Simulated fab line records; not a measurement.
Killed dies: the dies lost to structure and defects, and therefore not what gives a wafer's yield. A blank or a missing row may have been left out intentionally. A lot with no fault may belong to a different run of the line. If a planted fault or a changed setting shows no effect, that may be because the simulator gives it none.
fab line records | flow n5_finfet
record lots=5 | wafers=14 | last_day=17
route steps=1938 shown PMOS_HMC_CHANNEL_EPI@84 FIN_SAQP@90 STI_FIN_REVEAL@196 BEOL_M4@1111
lots with no fault: from the same line, run without faults
start_h: hours from the record's first day to the start of the lot's first wafer shown | wait_h: time in hours since the lot's previous step | " same as the row above | L1.1+2: a single row standing in for several wafers | - either no value or no given start | * or withheld: withheld | < > ~ a bound
route shown NAME@n: NAME is a module with steps in the file, n the number in the route of the first one | usual: mean and standard deviation over wafers with no fault | same: alike in all rows | chamber/n: place in a boat | sites: per-site readings | _std_site: standard deviation of those values | _edge_site: inner sites' mean taken away from outer sites' mean | radius_mm: for every site, how far away it sits from the centre of the wafer | mask NAME#n: copy n | behind: the most recent tool/chamber to have shaped the wafer | hold: what put the lot on hold/how long, in hours/how the hold closed | device: the n, p or np transistor that did not switch | end of line: tests run on the same wafers once the route is complete | a step given without rows: its recipe and nothing more | killed: dies lost to structure and defects at the first sort, not the wafer's yield | map: a wafer's dies, marking killed ones x, the rest . and places with no die _
set.NAME: the setting that was run; set.NAME@STEP: the one run at that earlier step | model.NAME: the simulator's own value behind a step, which no gauge read
lots at selected steps of the route; one table per step, one row per wafer
services: the hour from which a tool's chamber was out of use, counted from the record's first day as start_h (under 0 if before that day), plus the number of hours and why
## steps
# step N5_PMOS_HMC_CHANNEL_EPI_PRECLEAN_37
# recipe chemistry=O3/DIW | time_s=45 | temp_c=22 | o3_ppm=10
# step N5_PMOS_HMC_CHANNEL_EPI_PRECLEAN_24
# recipe chemistry=DHF | time_s=30 | temp_c=25 | dilution=withheld
# step N5_PMOS_HMC_CHANNEL_EPI_SRD_25
# recipe dry=ipa_marangoni | do_ppb=5 | time_s=30 | temp_c=23 | rinse_liquid=diw
# step N5_PMOS_HMC_CHANNEL_EPI_EPI_26
# recipe material=Si | target_thk_a=38 | temp_c=650 | precursor=SiH4/H2 | pressure_torr=20 | time_s=22.7
# step N5_FIN_SAQP_PRECLEAN_42
# recipe chemistry=O3/DIW | time_s=60 | temp_c=22 | o3_ppm=10
# step N5_FIN_SAQP_PRECLEAN_00
# recipe chemistry=SC1 | time_s=60 | temp_c=55 | mix=1:2:50
# step N5_FIN_SAQP_PRECLEAN_44
# recipe chemistry=SC2 | time_s=45 | temp_c=35 | mix=1:1:50
# step N5_FIN_SAQP_SRD_01
# recipe dry=ipa_marangoni | time_s=30 | temp_c=23 | rinse_liquid=diw
# step N5_FIN_SAQP_ALD_61
# recipe material=SiO2 | target_thk_a=40 | temp_c=300 | ald_precursor_family=BDEAS | ald_co_reactant=O2-plasma | pulse_time_s=1 | purge_time_s=2 | co_reactant_purge_time_s=2 | ald_cycles=43 | pressure_torr=2
# step N5_FIN_SAQP_DENSIFY_62
# recipe temp_c=700 | time_s=60 | ambient=N2 | idle_temp_c=600 | ramp_up_c_per_s=150 | ramp_down_c_per_s=60 | cool_to_c=600
# step N5_FIN_SAQP_HM_DEP_03
# recipe material=SiNx | target_thk_a=380 | temp_c=400 | precursor=SiH4/NH3/N2 | pressure_torr=1.5 | rf_w=300 | time_s=33.6
# usual heater_power_w=787/130 | showerhead_plenum_p_Torr=5.16/0.073 | throttle_valve_pct=39.1/1.7
lot.wafer | tool     | chamber | start_h | wait_h | heater_power_w | showerhead_plenum_p_Torr | throttle_valve_pct | model.SiNx_of_FIN_SAQP_HM_DEP_03.thk_nm
L970.1    | pecvd-03 | 2       | 33.41   | 0.2    | 955            | 5.24                     | 36.8               | 37.59
L970.4    | "        | 1       | "       | "      | 674            | 5.16                     | 40.9               | 37.72
L970.6    | "        | 2       | "       | "      | 946            | 5.26                     | 36.8               | 38.21
L982.1    | pecvd-03 | 0       | 104.61  | 0.2    | 570            | 5.21                     | 37.2               | 37.75
L982.3    | "        | 2       | "       | "      | 853            | 5.26                     | 37.3               | 38.06
L982.6    | "        | 2       | "       | "      | 850            | 5.24                     | 37.0               | 45.3
L983.4    | pecvd-03 | 0       | 114.00  | 0.1    | 591            | 5.22                     | 37.2               | 45.46
L983.6    | "        | 2       | "       | "      | 885            | 5.25                     | 36.8               | 45.41
L984.1    | pecvd-03 | 1       | 118.45  | 0.2    | 712            | 5.16                     | 41.1               | 38.09
L984.2    | "        | 2       | "       | "      | 884            | 5.24                     | 37.0               | 38.04
L984.6    | "        | 0       | "       | "      | 618            | 5.22                     | 37.0               | 45.95
L991.1    | pecvd-04 | 2       | 159.90  | 0.2    | 587            | 5.09                     | 38.2               | 37.06
L991.3    | "        | 0       | "       | "      | 795            | 5.10                     | 39.9               | 37.37
L991.6    | "        | 2       | "       | "      | 593            | 5.11                     | 38.3               | 37.72
# step N5_FIN_SAQP_THK_MEAS_05
# usual thk_nm=38.0/0.51
lot.wafer | tool          | chamber | start_h | wait_h | thk_nm
L970.1    | film_metro-02 | -       | 33.50   | 0.1    | 37.5
L970.4    | "             | -       | "       | "      | 37.7
L970.6    | "             | -       | "       | "      | 38.2
L982.1    | film_metro-01 | -       | 104.69  | 0.1    | 37.7
L982.3    | "             | -       | "       | "      | 38.1
L982.6    | "             | -       | "       | "      | 45.3
L983.4    | film_metro-01 | -       | 114.07  | 0.0    | 45.4
L983.6    | "             | -       | "       | "      | 45.4
L984.1    | film_metro-01 | -       | 118.54  | 0.1    | 38.0
L984.2    | "             | -       | "       | "      | 38.0
L984.6    | "             | -       | "       | "      | 46.0
L991.1    | film_metro-01 | -       | 159.99  | 0.1    | 37.0
L991.3    | "             | -       | "       | "      | 37.3
L991.6    | "             | -       | "       | "      | 37.8
# step N5_FIN_SAQP_PECVD_47
# recipe material=a-Si | target_thk_a=450 | temp_c=400 | precursor=SiH4/He | pressure_torr=3 | rf_w=100 | time_s=36.3
# step N5_FIN_SAQP_PECVD_48
# recipe material=SiNx | target_thk_a=250 | temp_c=400 | precursor=SiH4/NH3/N2 | pressure_torr=1.5 | rf_w=300 | time_s=22.1
# step N5_FIN_SAQP_PECVD_06
# recipe material=a-Si | target_thk_a=600 | temp_c=400 | precursor=SiH4/He | pressure_torr=3 | rf_w=100 | time_s=48.1
# step N5_FIN_SAQP_HM_DEP_72
# recipe material=SiO2 | target_thk_a=120 | temp_c=400 | precursor=SiH4/N2O | pressure_torr=0.75 | rf_w=275 | time_s=7.2
# step N5_FIN_SAQP_COAT_49
# recipe resist=SOC | temp_c=250 | time_s=60 | spin_rpm=1500 | resist_thk_nm=100
# step N5_FIN_SAQP_COAT_50
# recipe resist=SiARC | temp_c=220 | time_s=60 | spin_rpm=1500 | resist_thk_nm=35
# step N5_FIN_SAQP_COAT_10
# recipe resist=CAR-ArF | spin_rpm=1500 | resist_thk_nm=90
# step N5_FIN_SAQP_EBR_12
# recipe solvent=PGMEA | ebr_width_mm=1.5
# step N5_FIN_SAQP_SOFTBAKE_11
# recipe temp_c=110 | time_s=60 | resist=CAR-ArF
# step N5_FIN_SAQP_EXPOSE_13
# recipe mask_id=FIN_CORE | na=1.35 | source_shape=dipole | sigma_inner=0.538 | sigma_outer=0.738 | polarization=te | target_cd_nm=35.6 | dose_mj=63.25
# step N5_FIN_SAQP_PEB_14
# recipe peb_temp_c=withheld | peb_time_s=60 | resist=CAR-ArF
# step N5_FIN_SAQP_DEVELOP_15
# recipe develop_time_s=30 | developer=TMAH | resist=CAR-ArF | dev_temp_c=23 | rinse_liquid=diw | dry=air_spin
# step N5_FIN_SAQP_DESCUM_21
# recipe chemistry=O2 | time_s=7.9 | source_power_w=50 | bias_power_w=20 | pressure_mtorr=20 | rf_frequency_hz=2.712e+07 | temp_c=40 | resist=CAR-ArF | o2_flow_sccm=225
# step N5_FIN_SAQP_ETCH_51
# recipe chemistry=CF4 | target=SiARC | target_depth_a=455 | mask_material=CAR-ArF | time_s=75.8 | ion_energy_ev=80 | pressure_mtorr=40 | source_w=545 | bias_w=36 | Ar_flow_sccm=100 | cf4_flow_sccm=100 | ends=cleared
# step N5_FIN_SAQP_ETCH_52
# recipe chemistry=N2/H2 | target=SOC | target_depth_a=1000 | overetch_a=200 | mask_material=SiARC | temp_c=40 | time_s=150 | ion_energy_ev=200 | pressure_mtorr=30 | source_w=840 | bias_w=150 | n2_flow_sccm=200 | h2_flow_sccm=200 | ends=end_point
# step N5_FIN_SAQP_STRIP_53
# recipe chemistry=N2/H2 | temp_c=40 | n2_flow_sccm=200 | h2_flow_sccm=200 | rf_frequency_hz=6e+07
# step N5_FIN_SAQP_HM_OPEN_73
# recipe chemistry=CHF3/O2 | target=SiO2 | stop_on=a-Si | target_depth_a=120 | over_etch_frac=1.8 | mask_material=SOC | time_s=16.8 | pressure_mtorr=30 | source_w=650 | bias_w=170 | Ar_flow_sccm=200 | CHF3_flow_sccm=50 | O2_flow_sccm=5 | ion_energy_ev=200 | ends=end_point
# step N5_FIN_SAQP_STRIP_74
# recipe chemistry=CHF3/O2 | resist=SiARC | rf_frequency_hz=6e+07
# step N5_FIN_SAQP_MANDREL_ETCH_22
# recipe target_depth_a=600 | chemistry=HBr/Cl2 | target=a-Si | stop_on=SiNx | bt_time_s=10 | over_etch_frac=0.5 | time_s=30 | pressure_mtorr=10 | icp_w=800 | bias_w=75 | HBr_flow_sccm=150 | Cl2_flow_sccm=80 | ends=end_point
# step N5_FIN_SAQP_STRIP_55
# recipe chemistry=N2/H2 | power_w=500 | temp_c=40 | pressure_mtorr=50 | rf_frequency_hz=6e+07 | overash_fraction=0.3 | bias_power_w=28 | h2_frac=0.5 | n2_flow_sccm=300 | h2_flow_sccm=300
# step N5_FIN_SAQP_STRIP_23
# recipe chemistry=SPM | time_s=750 | temp_c=130 | h2so4_h2o2_vol_ratio=4
# step N5_FIN_SAQP_SRD_66
# recipe dry=ipa_marangoni | time_s=30 | temp_c=23 | rinse_liquid=diw
# step N5_FIN_SAQP_RECESS_75
# recipe chemistry=HF/NH3 | target=SiO2 | target_depth_a=144 | afs_cycles=3 | temp_c=30 | sublimation_temp_c=180 | sublimation_time_s=60
# step N5_FIN_SAQP_SPACER1_ALD_24
# recipe material=SiO2 | target_thk_a=203 | temp_c=300 | ald_precursor_family=BDEAS | ald_co_reactant=O2-plasma | pulse_time_s=1 | purge_time_s=2 | co_reactant_purge_time_s=2 | ald_cycles=218 | pressure_torr=2
# step N5_FIN_SAQP_HM_OPEN_33
# recipe chemistry=CH3F/O2 | target=SiNx | mask_material=SiO2 | target_depth_a=494 | time_s=70.6 | pressure_mtorr=30 | source_w=395 | bias_w=73 | Ar_flow_sccm=150 | CH3F_flow_sccm=30 | O2_flow_sccm=20 | ion_energy_ev=120 | ends=cleared
# usual drypump_motor_current_A=5.7/0.51 | etch_rf_on_time_s=69.6/1.7 | oes_product_au=0.70/0.068 | rf_vpp_V=298/5.9 | showerhead_plenum_p_Torr=2.02/0.059 | throttle_valve_pct=16.25/0.26
lot.wafer | tool        | chamber | start_h | wait_h | drypump_motor_current_A | etch_rf_on_time_s | oes_product_au | rf_hours_counter_h | rf_vpp_V | showerhead_plenum_p_Torr | throttle_valve_pct | model.etch.depth_nm
L970.1    | rie_diel-03 | 3       | 39.18   | 0.1    | 6.0                     | 67.1              | 0.70           | 77                 | 296      | 2.01                     | 15.94              | 36.96
L970.4    | "           | 0       | "       | "      | 5.5                     | 67.9              | 0.80           | 15                 | 303      | 2.12                     | 15.71              | 37.09
L970.6    | "           | 2       | "       | "      | 5.6                     | 71.2              | 0.59           | -                  | 294      | 2.06                     | 16.34              | 37.52
L982.1    | rie_diel-02 | 2       | 111.94  | 0.1    | 5.1                     | 67.7              | 0.82           | 5                  | 286      | 1.96                     | 16.36              | 37.06
L982.3    | "           | 3       | "       | "      | 5.4                     | 69.8              | 0.67           | 125                | 294      | 2.09                     | 16.38              | 37.44
L982.6    | "           | 1       | "       | "      | 5.0                     | 85.4              | 0.75           | -                  | 297      | 1.98                     | 16.36              | 44.54
L983.4    | rie_diel-06 | 0       | 119.67  | 0.1    | 6.2                     | 83.0              | 0.78           | 19                 | 293      | 1.97                     | 16.37              | 44.83
L983.6    | "           | 2       | "       | "      | 5.4                     | 84.0              | 0.71           | -                  | 297      | 1.95                     | 16.28              | 44.67
L984.1    | rie_diel-06 | 2       | 123.57  | 0.0    | 5.4                     | 71.2              | 0.71           | 75                 | 299      | 1.95                     | 16.29              | 37.34
L984.2    | "           | 1       | "       | "      | 4.8                     | 68.7              | 0.65           | 143                | 309      | 1.92                     | 16.43              | 37.35
L984.6    | "           | 1       | "       | "      | 4.9                     | 83.1              | 0.65           | -                  | 307      | 1.92                     | 16.44              | 45.33
L991.1    | rie_diel-02 | 2       | 164.48  | 0.1    | 5.1                     | 67.5              | 0.78           | 24                 | 286      | 1.95                     | 16.41              | 36.4
L991.3    | "           | 3       | "       | "      | 5.4                     | 68.4              | 0.66           | 143                | 295      | 2.08                     | 16.42              | 36.63
L991.6    | "           | 0       | "       | "      | 5.4                     | 70.8              | 0.62           | -                  | 296      | 2.00                     | 16.51              | 37.05
# step N5_STI_FIN_REVEAL_RECESS_09
# recipe chemistry=HF/NH3 | target=SiO2 | afs_cycles=11 | target_depth_a=425 | temp_c=30 | sublimation_temp_c=180 | sublimation_time_s=60
# usual drypump_motor_current_A=5.60/0.23
lot.wafer | tool          | chamber | start_h | wait_h | drypump_motor_current_A | model.SiNx_of_FIN_SAQP_HM_DEP_03.thk_nm
L970.1    | vapor_etch-01 | 1       | 47.76   | 0.0    | 5.34                    | 18
L970.4    | "             | 1       | "       | "      | 5.30                    | 17.6
L970.6    | "             | 0       | "       | "      | 5.95                    | 18.4
L982.1    | vapor_etch-01 | 0       | 119.91  | 0.0    | 5.95                    | 18
L982.3    | "             | 1       | "       | "      | 5.38                    | 18.4
L982.6    | "             | 1       | "       | "      | 5.39                    | 25.4
L983.4    | vapor_etch-01 | 1       | 128.16  | 0.6    | 5.35                    | 25.8
L983.6    | "             | 1       | "       | "      | 5.36                    | 25.4
L984.1    | vapor_etch-02 | 0       | 131.84  | 0.0    | 5.69                    | 18.4
L984.2    | "             | 1       | "       | "      | 5.41                    | 18.2
L984.6    | "             | 0       | 132.90  | 1.1    | 5.68                    | 26.2
L991.1    | vapor_etch-02 | 1       | 180.47  | 0.0    | 5.41                    | 17.6
L991.3    | "             | 0       | "       | "      | 5.70                    | 17.4
L991.6    | "             | 1       | "       | "      | 5.44                    | 18
# step N5_BEOL_M4_RC_MEAS_101
# usual DIBL_N=36.0/1.9 | DIBL_P=36.0/2.1 | IOFF_N=0.155/0.029 | IOFF_P=0.20/0.032 | ION_N=672/11 | ION_P=461/6.9 | SS_N=71.5/0.58 | SS_P=73.2/0.64 | VT_N=250.4/2.9 | VT_P=-251.0/2.8
lot.wafer | tool      | chamber | start_h | wait_h | DIBL_N[mV/V] | DIBL_P[mV/V] | IOFF_N[nA/um] | IOFF_P[nA/um] | ION_N[uA/um] | ION_P[uA/um] | SS_N[mV/dec] | SS_P[mV/dec] | VT_N[mV] | VT_P[mV]
L970.1    | prober-01 | 0       | 187.06  | 0.0    | 36.1         | 36.3         | 0.174         | 0.23          | 690          | 476          | 72.4         | 73.1         | 246.6    | -248.7
L970.4    | "         | 0       | "       | "      | 34.4         | 34.7         | 0.150         | 0.21          | 684          | 469          | 71.1         | 72.3         | 249.3    | -247.0
L970.6    | "         | 0       | "       | "      | 34.0         | 34.5         | 0.143         | 0.21          | 675          | 465          | 71.5         | 72.9         | 249.5    | -247.9
L982.1    | prober-01 | 0       | 256.57  | 0.0    | 36.9         | 35.6         | 0.173         | 0.23          | 683          | 470          | 71.5         | 74.0         | 247.8    | -246.5
L982.3    | "         | 0       | "       | "      | 33.3         | 33.0         | 0.124         | 0.19          | 675          | 465          | 70.6         | 73.6         | 250.4    | -247.1
L982.6    | "         | 0       | "       | "      | 35.5         | 33.9         | 0.140         | 0.20          | 656          | 457          | 71.4         | 73.6         | 251.0    | -248.4
L983.4    | prober-01 | 0       | 264.39  | 0.5    | 34.1         | 35.2         | 0.120         | 0.17          | 650          | 449          | 71.0         | 72.5         | 252.6    | -252.5
L983.6    | "         | 0       | "       | "      | 36.4         | 38.2         | 0.166         | 0.21          | 686          | 466          | 72.1         | 73.5         | 250.1    | -251.3
L984.1    | prober-02 | 0       | 279.51  | 0.0    | 37.1         | 37.0         | 0.151         | 0.19          | 668          | 455          | 72.0         | 73.4         | 253.4    | -252.6
L984.2    | "         | 0       | "       | "      | 34.3         | 35.4         | 0.121         | 0.17          | 666          | 459          | 71.0         | 73.4         | 255.7    | -252.1
L984.6    | "         | 0       | "       | "      | 35.0         | 34.8         | 0.110         | 0.15          | 660          | 450          | 71.0         | 73.0         | 260.1    | -255.3
L991.1    | prober-01 | 0       | 311.35  | 0.0    | 35.8         | 33.2         | 0.143         | 0.18          | 661          | 453          | 71.0         | 73.1         | 250.2    | -253.6
L991.3    | "         | 0       | "       | "      | 37.8         | 36.0         | 0.173         | 0.22          | 665          | 453          | 72.0         | 74.1         | 247.7    | -250.3
L991.6    | "         | 0       | "       | "      | 38.5         | 37.5         | 0.198         | 0.25          | 685          | 465          | 72.1         | 74.3         | 247.6    | -248.4
## services
tool          | chamber | start_h | hours | kind
vapor_etch-02 | 1       | 9.89    | 21.2  | repair
pecvd-03      | 2       | 24.85   | 7.1   | repair
rie_diel-06   | 0       | 26.56   | -     | clean
rie_diel-06   | -       | 28.41   | 28.1  | pm
rie_diel-02   | 1       | 38.49   | -     | clean
rie_diel-02   | 1       | 38.49   | -     | consumable_replace:focus_ring
rie_diel-02   | 1       | 38.49   | 36.4  | scheduled_down
rie_diel-02   | 1       | 38.49   | 36.4  | vent_cycle
rie_diel-02   | 3       | 49.63   | 8.5   | repair
vapor_etch-01 | 0       | 52.97   | 20.0  | repair
rie_diel-02   | 0       | 53.04   | 14.0  | repair
pecvd-04      | -       | 53.76   | 0.7   | repair
rie_diel-02   | -       | 63.34   | 4.1   | repair
rie_diel-02   | 2       | 74.93   | -     | clean
rie_diel-02   | 2       | 74.93   | -     | consumable_replace:focus_ring
rie_diel-02   | 2       | 74.93   | 26.6  | scheduled_down
rie_diel-02   | 2       | 74.93   | 26.6  | vent_cycle
rie_diel-06   | -       | 100.57  | 14.6  | pm
rie_diel-06   | 0       | 131.05  | 5.5   | repair
pecvd-03      | -       | 136.71  | 1.1   | repair
pecvd-03      | -       | 145.76  | 1.0   | repair
pecvd-04      | -       | 150.68  | 0.5   | repair
rie_diel-06   | 0       | 162.38  | 3.7   | repair
rie_diel-02   | 1       | 162.82  | 3.1   | repair
## key
first_sign step=N5_FIN_SAQP_THK_MEAS_05 | reading=thk_nm | direction=up | sigmas=15 | usual=* | struck=*
effect step=N5_FIN_SAQP_HM_OPEN_33 | reading=etch_rf_on_time_s | direction=up | sigmas=8.5 | usual=* | struck=*
model_effect step=N5_FIN_SAQP_HM_DEP_03 | value=SiNx_of_FIN_SAQP_HM_DEP_03.thk_nm | without=38.64 | struck=45.53
model_effect step=N5_FIN_SAQP_HM_OPEN_33 | value=etch.depth_nm | without=37.95 | struck=44.84
model_effect step=N5_STI_FIN_REVEAL_RECESS_09 | value=SiNx_of_FIN_SAQP_HM_DEP_03.thk_nm | without=18.85 | struck=25.7
met_at N5_FIN_SAQP_HM_DEP_03
struck_wafers L982.6,L983.4,L983.6,L984.6
onset_between 33.41 104.61
fault kind=process_parameter_drift | tool=pecvd-03 | chamber=- | onset_h=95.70 | steps=N5_FIN_SAQP_HM_DEP_03 | channel=time_s | offset=* | shape=step | end_h=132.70 | scope=struck_wafers_only | acts_in=* | stated=*
